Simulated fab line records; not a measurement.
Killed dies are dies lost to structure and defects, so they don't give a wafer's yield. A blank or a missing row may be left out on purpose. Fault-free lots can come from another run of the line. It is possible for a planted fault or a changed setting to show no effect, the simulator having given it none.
Which tool is to blame?	flow n5-finfet	24 lots with 72 wafers sampled at 6 steps, on a route of 1938 steps

== WHAT THE GAUGES SHOWED, per wafer ==
N5_GATE_CUT_CD_MEAS_13: the cd target is 20 nm. Usual: cd-nm reads 19.80 nm (standard deviation 0.23).
lot	measured	on	cd-nm (nm)	flag
L074	day 4 14:13	cd-sem-03	19.59 19.80 19.50	
L075	day 4 17:00	cd-sem-02	19.34 19.71 20.18	
L076	day 4 22:30	cd-sem-01	19.87 20.18 20.41	
L077	day 5 05:19	cd-sem-03	19.81 19.63 19.88	
L078	day 5 15:23	cd-sem-02	19.85 20.12 20.07	
L079	day 5 20:19	cd-sem-03	19.61 20.04 19.65	
L080	day 6 03:28	cd-sem-03	19.82 19.76 19.91	
L081	day 6 05:52	cd-sem-01	20.02 19.46 19.69	
L082	day 6 15:40	cd-sem-03	19.49 19.49 19.77	
L083	day 6 20:30	cd-sem-02	19.76 19.90 19.52	
L084	day 6 22:20	cd-sem-01	19.79 20.03 19.83	
L085	day 7 06:14	cd-sem-01	19.77 19.80 19.30	
L086	day 7 11:13	cd-sem-03	19.60 19.60 19.38	
L087	day 7 16:35	cd-sem-02	19.95 19.85 19.92	
L088	day 7 22:45	cd-sem-03	19.63 20.00 20.13	
L089	day 8 05:44	cd-sem-02	19.67 19.77 19.56	
L090	day 8 10:17	cd-sem-02	19.80 19.98 19.98	
L091	day 8 17:58	cd-sem-02	19.90 19.99 19.91	
L092	day 8 23:25	cd-sem-02	19.42 20.06 19.81	
L093	day 9 08:01	cd-sem-03	19.79 19.34 19.62	
L094	day 9 12:50	cd-sem-02	20.08 19.70 19.65	
L095	day 9 16:03	cd-sem-03	19.61 19.86 19.98	
L096	day 10 05:36	cd-sem-01	19.89 20.29 20.31	
L097	day 10 12:22	cd-sem-02	19.59 19.82 19.73	

N5_GATE_CUT_INSPECT_15: inspects for defects (brightfield). Usual: raw-defect-count reads 144 (standard deviation 45).
lot	measured	on	raw-defect-count	flag
L074	day 4 14:19	defect-inspect-01	74 99 134	
L075	day 4 17:05	defect-inspect-01	68 109 109	
L076	day 4 22:35	defect-inspect-02	135 99 157	
L077	day 5 05:25	defect-inspect-02	122 145 81	
L078	day 5 15:28	defect-inspect-02	132 102 156	
L079	day 5 20:23	defect-inspect-01	88 122 152	
L080	day 6 03:34	defect-inspect-01	151 115 172	
L081	day 6 05:57	defect-inspect-01	172 205 120	
L082	day 6 15:45	defect-inspect-01	224 176 142	
L083	day 6 20:35	defect-inspect-01	109 182 166	
L084	day 6 22:25	defect-inspect-01	206 232 225	
L085	day 7 06:19	defect-inspect-01	235 245 281	
L086	day 7 11:19	defect-inspect-02	152 123 111	
L087	day 7 16:41	defect-inspect-02	180 138 106	
L088	day 7 22:50	defect-inspect-01	189 110 142	
L089	day 8 05:49	defect-inspect-02	145 169 146	
L090	day 8 10:23	defect-inspect-02	71 118 185	
L091	day 8 18:03	defect-inspect-01	105 106 144	
L092	day 8 23:31	defect-inspect-01	118 228 157	
L093	day 9 08:07	defect-inspect-01	110 136 150	
L094	day 9 12:55	defect-inspect-02	94 76 93	
L095	day 9 16:08	defect-inspect-02	145 125 105	
L096	day 10 05:41	defect-inspect-01	60 69 155	
L097	day 10 12:27	defect-inspect-01	131 179 166	

== WHAT TOOL EACH LOT RAN ON (gives the tool, then ch and the chambers of the sampled wafers, and finally the start) ==
lot	N5_HKMG_FIN_ALD_71	N5_HKMG_FIN_ETCHBACK_68	N5_HKMG_FIN_ALD_72	N5_GATE_CUT_ETCH_56
L074	ald-metal-02 ch 0,1, day 4 08:17	rie-metal-03 ch 0,1, day 4 08:50	cvd-w-02 ch 0,1, day 4 09:44	rie-metal-03 ch 1, day 4 10:46
L075	ald-metal-03 ch 1,2, day 4 11:01	rie-metal-02 ch 1, day 4 11:36	cvd-w-01 ch 1, day 4 12:29	rie-metal-03 ch 0, day 4 13:34
L076	ald-metal-01 ch 0,1,3, day 4 16:00	rie-metal-02 ch 0,1, day 4 16:33	cvd-w-02 ch 0,1, day 4 17:26	rie-metal-01 ch 0,1, day 4 18:32
L077	ald-metal-03 ch 0,2,3, day 4 23:23	rie-metal-02 ch 0,1, day 4 23:56	cvd-w-01 ch 0,1, day 5 00:50	rie-metal-02 ch 0,1, day 5 01:54
L078	ald-metal-01 ch 0,2,3, day 5 08:46	rie-metal-01 ch 0, day 5 09:34	cvd-w-01 ch 0,1, day 5 10:28	rie-metal-03 ch 0,1, day 5 11:29
L079	ald-metal-01 ch 0,2,3, day 5 14:09	rie-metal-01 ch 1, day 5 14:44	cvd-w-01 ch 0,1, day 5 15:37	rie-metal-02 ch 0,1, day 5 16:43
L080	ald-metal-03 ch 1,2,3, day 5 21:12	rie-metal-02 ch 0,1, day 5 21:45	cvd-w-02 ch 0,1, day 5 22:39	rie-metal-03 ch 0,1, day 5 23:46
L081	ald-metal-02 ch 0,1,3, day 5 23:58	rie-metal-01 ch 0,1, day 6 00:31	cvd-w-01 ch 0,1, day 6 01:25	rie-metal-02 ch 0,1, day 6 02:26
L082	ald-metal-01 ch 0,1,3, day 6 09:23	rie-metal-03 ch 0,1, day 6 10:05	cvd-w-01 ch 0, day 6 10:59	rie-metal-01 ch 0,1, day 6 12:06
L083	ald-metal-03 ch 0,2,3, day 6 14:07	rie-metal-03 ch 1, day 6 14:47	cvd-w-01 ch 0,1, day 6 15:55	rie-metal-02 ch 0, day 6 16:57
L084	ald-metal-01 ch 1,2, day 6 16:17	rie-metal-03 ch 0,1, day 6 16:50	cvd-w-02 ch 0,1, day 6 17:50	rie-metal-02 ch 0,1, day 6 18:54
L085	ald-metal-03 ch 1,2, day 7 00:08	rie-metal-02 ch 0,1, day 7 00:44	cvd-w-01 ch 0,1, day 7 01:36	rie-metal-02 ch 0,1, day 7 02:40
L086	ald-metal-02 ch 0,1,3, day 7 04:48	rie-metal-01 ch 0,1, day 7 05:22	cvd-w-02 ch 0,1, day 7 06:15	rie-metal-01 ch 0,1, day 7 07:17
L087	ald-metal-01 ch 0,2,3, day 7 10:14	rie-metal-03 ch 0,1, day 7 10:47	cvd-w-02 ch 0,1, day 7 11:40	rie-metal-03 ch 0,1, day 7 12:43
L088	ald-metal-01 ch 1,2, day 7 16:26	rie-metal-01 ch 0, day 7 17:05	cvd-w-01 ch 0,1, day 7 18:06	rie-metal-03 ch 0, day 7 19:08
L089	ald-metal-02 ch 0,1,3, day 7 23:42	rie-metal-02 ch 0,1, day 8 00:17	cvd-w-01 ch 0,1, day 8 01:10	rie-metal-02 ch 0,1, day 8 02:13
L090	ald-metal-02 ch 1,2,3, day 8 04:15	rie-metal-03 ch 0,1, day 8 04:49	cvd-w-01 ch 0,1, day 8 05:43	rie-metal-03 ch 0,1, day 8 06:44
L091	ald-metal-02 ch 0,1,2, day 8 11:48	rie-metal-01 ch 0,1, day 8 12:22	cvd-w-01 ch 0,1, day 8 13:15	rie-metal-02 ch 0,1, day 8 14:30
L092	ald-metal-01 ch 0,1,2, day 8 17:23	rie-metal-01 ch 0,1, day 8 17:56	cvd-w-01 ch 0,1, day 8 18:49	rie-metal-01 ch 0,1, day 8 19:52
L093	ald-metal-01 ch 0,1, day 9 02:01	rie-metal-03 ch 0,1, day 9 02:38	cvd-w-01 ch 0,1, day 9 03:34	rie-metal-02 ch 0, day 9 04:36
L094	ald-metal-02 ch 1,3, day 9 06:29	rie-metal-01 ch 0,1, day 9 07:03	cvd-w-01 ch 0, day 9 07:56	rie-metal-02 ch 0,1, day 9 09:08
L095	ald-metal-03 ch 1,2,3, day 9 09:57	rie-metal-03 ch 0,1, day 9 10:38	cvd-w-01 ch 0,1, day 9 11:31	rie-metal-03 ch 0,1, day 9 12:33
L096	ald-metal-03 ch 0,1,3, day 9 23:32	rie-metal-02 ch 0,1, day 10 00:12	cvd-w-02 ch 0,1, day 10 01:05	rie-metal-01 ch 0,1, day 10 02:08
L097	ald-metal-02 ch 0,3, day 10 05:57	rie-metal-01 ch 0,1, day 10 06:30	cvd-w-02 ch 0,1, day 10 07:34	rie-metal-02 ch 0,1, day 10 08:46
- N5_HKMG_FIN_ALD_71: deposits TiN, target thk 1 nm, pulse time 1 s, purge time 3 s.
- N5_HKMG_FIN_ETCHBACK_68: etches the open film in Cl2/Ar, stops on HfO2, target depth 0.5 nm.
- N5_HKMG_FIN_ALD_72: deposits W, target thk 2 nm, pulse time 1 s, purge time 2 s.
- N5_GATE_CUT_ETCH_56: etches TiN in Cl2/Ar, target depth 21.6 nm.

== WHAT THE TOOLS THEMSELVES READ (means of the sampled wafers that have a number; where no wafer has one, the mark that the record gives instead) ==
N5_HKMG_FIN_ALD_71. Usual: heater-power-w 823 W, standard deviation 97; precursor-pulse-height-rel 1.001, standard deviation 0.02.
lot	tool	heater-power-w (W)	precursor-pulse-height-rel	flag
L074	ald-metal-02	742	1.010	
L075	ald-metal-03	909	1.000	
L076	ald-metal-01	798	0.993	
L077	ald-metal-03	821	1.016	
L078	ald-metal-01	795	0.986	
L079	ald-metal-01	798	1.016	
L080	ald-metal-03	873	0.985	
L081	ald-metal-02	799	1.001	
L082	ald-metal-01	797	1.016	
L083	ald-metal-03	820	1.008	
L084	ald-metal-01	773	0.986	
L085	ald-metal-03	788	1.008	
L086	ald-metal-02	802	0.984	
L087	ald-metal-01	799	0.994	
L088	ald-metal-01	776	1.012	
L089	ald-metal-02	794	0.991	
L090	ald-metal-02	830	1.002	
L091	ald-metal-02	763	0.997	
L092	ald-metal-01	779	0.996	
L093	ald-metal-01	797	1.006	
L094	ald-metal-02	796	1.004	
L095	ald-metal-03	880	1.004	
L096	ald-metal-03	947	1.013	
L097	ald-metal-02	814	0.991	

N5_HKMG_FIN_ETCHBACK_68. Usual: drypump-motor-current-A 5.8 A, standard deviation 0.38; mfc-cl2-sccm 39.98 sccm, standard deviation 0.094; oes-product-au 0.78 a.u., standard deviation 0.11; throttle-valve-pct 20.67 %, standard deviation 0.21.
lot	tool	drypump-motor-current-A (A)	mfc-cl2-sccm (sccm)	oes-product-au (a.u.)	throttle-valve-pct (%)	flag
L074	rie-metal-03	5.4	39.91	0.81	20.67	
L075	rie-metal-02	5.8	40.00	0.88	20.61	
L076	rie-metal-02	6.1	40.03	0.86	20.56	
L077	rie-metal-02	6.1	39.99	0.87	20.55	
L078	rie-metal-01	5.9	40.00	0.76	20.66	
L079	rie-metal-01	5.6	39.95	0.58	20.78	
L080	rie-metal-02	6.3	39.94	0.85	20.51	
L081	rie-metal-01	5.8	39.89	0.69	20.70	
L082	rie-metal-03	5.5	39.95	0.71	20.87	
L083	rie-metal-03	5.6	39.93	0.64	21.07	
L084	rie-metal-03	5.6	40.00	0.71	20.87	
L085	rie-metal-02	6.3	39.96	0.84	20.51	
L086	rie-metal-01	5.6	40.07	0.63	20.75	
L087	rie-metal-03	5.5	39.96	0.78	20.68	
L088	rie-metal-01	5.9	40.05	0.75	20.67	
L089	rie-metal-02	6.0	39.96	0.83	20.57	
L090	rie-metal-03	5.5	40.01	0.69	20.90	
L091	rie-metal-01	5.8	39.87	0.81	20.64	
L092	rie-metal-01	5.8	40.07	0.81	20.63	
L093	rie-metal-03	5.4	40.09	0.78	20.70	
L094	rie-metal-01	5.8	39.98	0.80	20.63	
L095	rie-metal-03	5.4	39.95	0.78	20.69	
L096	rie-metal-02	6.3	39.91	0.81	20.53	
L097	rie-metal-01	5.8	40.03	0.79	20.65	

N5_HKMG_FIN_ALD_72. Usual: heater-power-w 513 W, standard deviation 54; precursor-pulse-height-rel 1.001, standard deviation 0.022.
lot	tool	heater-power-w (W)	precursor-pulse-height-rel	flag
L074	cvd-w-02	569	1.027	
L075	cvd-w-01	531	0.995	
L076	cvd-w-02	566	1.001	
L077	cvd-w-01	462	1.014	
L078	cvd-w-01	474	1.004	
L079	cvd-w-01	498	0.982	
L080	cvd-w-02	570	1.011	
L081	cvd-w-01	509	1.025	
L082	cvd-w-01	439	1.013	
L083	cvd-w-01	475	1.001	
L084	cvd-w-02	579	1.006	
L085	cvd-w-01	509	0.999	
L086	cvd-w-02	573	1.020	
L087	cvd-w-02	581	1.006	
L088	cvd-w-01	471	0.985	
L089	cvd-w-01	468	1.005	
L090	cvd-w-01	500	0.981	
L091	cvd-w-01	495	0.995	
L092	cvd-w-01	472	1.021	
L093	cvd-w-01	503	1.005	
L094	cvd-w-01	449	1.002	
L095	cvd-w-01	476	0.983	
L096	cvd-w-02	570	1.005	
L097	cvd-w-02	576	0.988	

N5_GATE_CUT_ETCH_56. Usual: drypump-motor-current-A 5.9 A, standard deviation 0.44; mfc-cl2-sccm 39.98 sccm, standard deviation 0.12; oes-product-au 0.79 a.u., standard deviation 0.1; throttle-valve-pct 20.64 %, standard deviation 0.21.
lot	tool	drypump-motor-current-A (A)	mfc-cl2-sccm (sccm)	oes-product-au (a.u.)	throttle-valve-pct (%)	flag
L074	rie-metal-03	5.6	39.91	0.66	21.04	
L075	rie-metal-03	5.4	40.17	0.89	20.47	
L076	rie-metal-01	5.6	39.93	0.65	20.72	
L077	rie-metal-02	6.1	40.02	0.86	20.55	
L078	rie-metal-03	5.4	40.01	0.80	20.67	
L079	rie-metal-02	6.1	39.95	0.86	20.56	
L080	rie-metal-03	5.5	40.07	0.73	20.87	
L081	rie-metal-02	6.3	40.02	0.86	20.50	
L082	rie-metal-01	5.8	40.00	0.70	20.70	
L083	rie-metal-02	6.6	40.00	0.83	20.44	
L084	rie-metal-02	6.1	39.92	0.84	20.55	
L085	rie-metal-02	6.1	39.90	0.84	20.57	
L086	rie-metal-01	5.6	40.00	0.63	20.75	
L087	rie-metal-03	5.5	40.01	0.72	20.86	
L088	rie-metal-03	5.3	39.84	0.86	20.50	
L089	rie-metal-02	6.3	39.90	0.83	20.51	
L090	rie-metal-03	5.5	40.06	0.71	20.87	
L091	rie-metal-02	6.1	40.03	0.83	20.57	
L092	rie-metal-01	5.7	40.06	0.82	20.62	
L093	rie-metal-02	6.6	40.03	0.81	20.46	
L094	rie-metal-02	6.3	40.14	0.81	20.53	
L095	rie-metal-03	5.5	39.83	0.70	20.87	
L096	rie-metal-01	5.8	39.86	0.80	20.63	
L097	rie-metal-02	6.1	40.03	0.80	20.58	

== THE ANSWER, worked out from the rows above alone ==
Rule: a lot is off if the mean of its wafers that have a number lies more than 3 standard deviations from the usual mean. A lot without any number at a reading at which 4 lots or more have one is off too. Where the step has rows for the other lots, those lots are counted as sound. First the gauges in route order, then the tools' own readings, where a lot's mean is used as printed above. The first step at which some lot is off is used, and at that step the reading that is off furthest; a lot without a number counts as furthest.
Across all readings shown, no lot is off: no conclusion can be drawn from this.

== WHAT THE SIMULATOR PUT IN ==
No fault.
